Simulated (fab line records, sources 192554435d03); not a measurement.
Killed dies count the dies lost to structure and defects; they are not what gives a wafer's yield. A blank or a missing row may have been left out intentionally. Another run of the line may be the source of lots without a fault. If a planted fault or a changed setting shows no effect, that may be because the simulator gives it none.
Chamber matching | flow n5Finfet | N5_HKMG_FIN_STRIP_90 on rieDiel-06: 4 sister chambers
The step strips SOC in N2/H2, time 20 s. 8 wafers are shown with their chamber, then 10 later ones without.

EACH WAFER AND ITS CHAMBER
wafer  | chamber | drypumpMotorCurrentA (A) | showerheadPlenumPTorr (Torr)
L076.6 | 2       | 5.7                      | 3.31
L084.2 | 3       | 5.4                      | 3.32
L084.3 | 2       | 5.7                      | 3.30
L087.1 | 0       | 6.2                      | 3.29
L087.2 | 1       | 6.5                      | 3.43
L087.5 | 0       | 6.3                      | 3.29
L088.1 | 3       | 5.4                      | 3.32
L088.5 | 1       | 6.6                      | 3.43

WAFERS WITHOUT THEIR CHAMBER
wafer  | drypumpMotorCurrentA (A) | showerheadPlenumPTorr (Torr)
L088.6 | 5.7                      | 3.29
L091.1 | 6.1                      | 3.28
L091.4 | 5.4                      | 3.32
L091.5 | 5.4                      | 3.32
L092.2 | 6.6                      | 3.42
L092.3 | 6.2                      | 3.28
L092.6 | 6.2                      | 3.28
L093.2 | 6.5                      | 3.42
L093.5 | 5.7                      | 3.29
L093.6 | 5.4                      | 3.31

WHICH CHAMBER EACH ONE RAN IN
wafer  | from the rows above | in truth
L088.6 | 2                   | 2
L091.1 | 0                   | 0
L091.4 | 3                   | 3
L091.5 | 3                   | 3
L092.2 | 1                   | 1
L092.3 | 0                   | 0
L092.6 | 0                   | 0
L093.2 | 1                   | 1
L093.5 | 2                   | 2
L093.6 | 3                   | 3
Correctly placed: 10 of 10. Number that these rows cannot place: 0. Placed wrongly: 0.
How it was worked out, from the rows above alone: a wafer's distance from a chamber is the root of the sum, over the readings, of the square of ((its reading less the chamber's mean) divided by the reading's scatter). If the next closest chamber is less than 2 further off than the closest, the wafer can't be placed; otherwise it belongs to the closest. For every chamber, the mean is computed from those of its wafers that are shown. The scatter is the square root of a quotient: the sum, over the shown wafers, of each reading's squared deviation from its chamber's mean, divided by wafers minus chambers.
